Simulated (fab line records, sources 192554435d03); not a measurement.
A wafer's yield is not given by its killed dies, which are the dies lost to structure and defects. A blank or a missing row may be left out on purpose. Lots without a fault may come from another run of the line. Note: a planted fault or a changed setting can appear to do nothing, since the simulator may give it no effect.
A lot that was struck, set against a sound lot -- flow n5_finfet -- 38 steps out of a route of 1938
Sound: these wafers, L780.1, L780.5, L780.6. Struck: wafer L775.2 (left out: L775.6, a lot-mate that was not struck); the cause follows at the end.
For every step that has rows: the tool of each side, followed by ch and its chambers, followed by its first start. Under that, the readings that differ: sound wafers -- struck wafers -- difference of the means -- sigmas: that difference in standard deviations of wafers without a fault.
alike: a reading whose means differ by less than 2 such deviations, as well as words and numbers matching on both sides. not compared: withheld readings; readings where some wafer has no value; bounds like >300 that might hide an equal value; numbers whose values overlap and for which the record gives no deviation.
Wherever a step has rows on one side only, a row that says differs or no value, or a row with sigmas, the two part there. Numbers that have no deviation but don't overlap get no sigmas and don't part them. A reading missing from all wafers of one side parts the sides only when that side holds two or more wafers.

first, 9 steps without rows for these wafers: N5_BEOL_M4_ANNEAL_95 (time 240 s); N5_BEOL_M4_SPUTTER_96 (material Cu, target thk 4.5 nm, time 8.29 s); N5_BEOL_M4_ECD_50 (material Cu, target thk 300 nm); N5_BEOL_M4_ANNEAL_51 (time 90 s); N5_BEOL_M4_CMP_52 (polishes, stops on SiOC, t overpolish 6.8 s, target thk 40 nm); N5_BEOL_M4_PRE_CLEAN_60 (time 15 s); N5_BEOL_M4_CO_CAP_55 (material Co, precursor CCTBA/H2, target thk 2 nm, time 102.1 s); N5_BEOL_M4_PRE_CLEAN_56 (time 15 s); N5_BEOL_M4_DEP_57 (deposits SiCN from 3MS/NH3, target thk 8 nm, time 14 s).
N5_BEOL_M4_RC_MEAS_101:
  sound on prober-01 ch 0, day 14 05:52; struck on prober-01 ch 0, day 12 17:35
reading,sound,struck,difference,sigmas
ION_P (uA/um),481 469 473,453,-21,-3
  alike: DIBL_N, DIBL_P, IOFF_N, IOFF_P, ION_N, SS_N, SS_P, VT_N, VT_P
then, 24 steps without rows for these wafers: N5_BEOL_M5_ILD_DEP_00 (deposits SiCOH lowk from DEMS/porogen, target thk 140.64 nm, time 25.9 s); N5_BEOL_M5_CURE_79 (cures SiCOH lowk, time 240 s); N5_BEOL_M5_PECVD_70 (deposits SiO2 from TEOS/O2, target thk 16 nm, time 18 s); N5_BEOL_M5_HM_DEP_02 (deposits TiN, target thk 20 nm); N5_BEOL_M5_COAT_59 (time 60 s, resist thk 60 nm); N5_BEOL_M5_COAT_60 (time 60 s, resist thk 12 nm); N5_BEOL_M5_COAT_71 (time 60 s, resist thk 5 nm); N5_BEOL_M5_COAT_05 (resist thk 30 nm); N5_BEOL_M5_EBR_07; N5_BEOL_M5_SOFTBAKE_06 (time 60 s); N5_BEOL_M5_EXPOSE_08 (exposes mask M5, target cd 28 nm); N5_BEOL_M5_PEB_09 (peb time 60 s); N5_BEOL_M5_DEVELOP_10 (develop time 30 s); N5_BEOL_M5_DESCUM_16 (chemistry O2, time 7 s); N5_BEOL_M5_ETCH_72 (etches underlayer in N2/H2, target depth 6.5 nm, time 5.2 s); N5_BEOL_M5_ETCH_61 (etches SiARC in CF4, target depth 15.6 nm, time 26 s); N5_BEOL_M5_ETCH_62 (etches SOC in N2/H2, target depth 75 nm, overetch 15 nm, time 112.5 s); N5_BEOL_M5_STRIP_63 (strips in N2/H2); N5_BEOL_M5_STRIP_73 (strips in N2/H2); N5_BEOL_M5_STRIP_64 (strips in CF4); N5_BEOL_M5_HM_OPEN_17 (chemistry Cl2/BCl3, target TiN, target depth 20 nm, overetch 6 nm); N5_BEOL_M5_STRIP_19 (strips in O2); N5_BEOL_M5_COAT_65 (time 60 s, resist thk 60 nm); N5_BEOL_M5_COAT_66 (time 60 s, resist thk 12 nm).
-- record jumps: 3 days separate the struck wafers' starts on either side; left off in module BEOL_M5, taken up again in module BEOL_M10, whose first shown step is the route's number 1530 --
N5_BEOL_M10_CMP_52: polishes, stops on SiCOH lowk, t overpolish 7 s, target thk 140 nm.
  sound on cmp-04 ch 0,3, day 16 16:44; struck on cmp-03 ch 3, day 15 13:13
reading,sound,struck,difference,sigmas
barrier_field_endpoint_s (s),30.1 29.2 29.4,46.7,+17.1,+20
motor_current_A (A),6.8 5.8 6.8,5.5,-1.0,-2
overpolish_run_s (s),6.983 6.998 7.001,0.044,-6.950,-99 or more
time_to_endpoint_s (s),68 69 69,85,+16,+4
  alike: retaining_ring_pressure_frac
N5_BEOL_M10_THK_MEAS_53: measures by xrf.
  sound on film_metro-01 at day 16 17:00; struck on film_metro-01 at day 15 13:23
reading,sound,struck,difference,sigmas
M10_THK (nm),143 142 137,250,+109,+29
N5_BEOL_M10_INSPECT_58: inspects for defects (darkfield).
  sound on defect_inspect-02 at day 16 17:10; struck on defect_inspect-02 at day 15 13:34
reading,sound,struck,difference,sigmas
raw_defect_count,79 79 95,2297,+2213,+92
N5_PASSIVATION_PROBE_49:
  sound on prober-02 at day 18 20:28; struck on prober-01 at day 17 13:33
reading,sound,struck,difference,sigmas
defect_limited_yield (%),91.4 90.1 90.7,0,-91,-60
killed_at_M4_up,21 12 12,1093,+1078,+99 or more
killed_at_other,4 5 12,1,-6,-2
killed_dies,101 117 110,1180,+1071,+59
killed_on_rim,14 17 16,152,+136,+38
sort_n_pass,1079 1063 1070,0,-1071,-59
sort_yield_pct (%),91.4 90.1 90.7,0,-91,-60
  alike: killed_at_M0_to_M3, killed_at_contacts, killed_at_front_end, killed_open, killed_short, sort_bin_5_function, sort_bin_6_memory, sort_bin_8_speed

WHERE THEY PART
Earliest at N5_BEOL_M4_RC_MEAS_101; latest, in this record, at N5_PASSIVATION_PROBE_49.

WHY: what had been put in by the simulator
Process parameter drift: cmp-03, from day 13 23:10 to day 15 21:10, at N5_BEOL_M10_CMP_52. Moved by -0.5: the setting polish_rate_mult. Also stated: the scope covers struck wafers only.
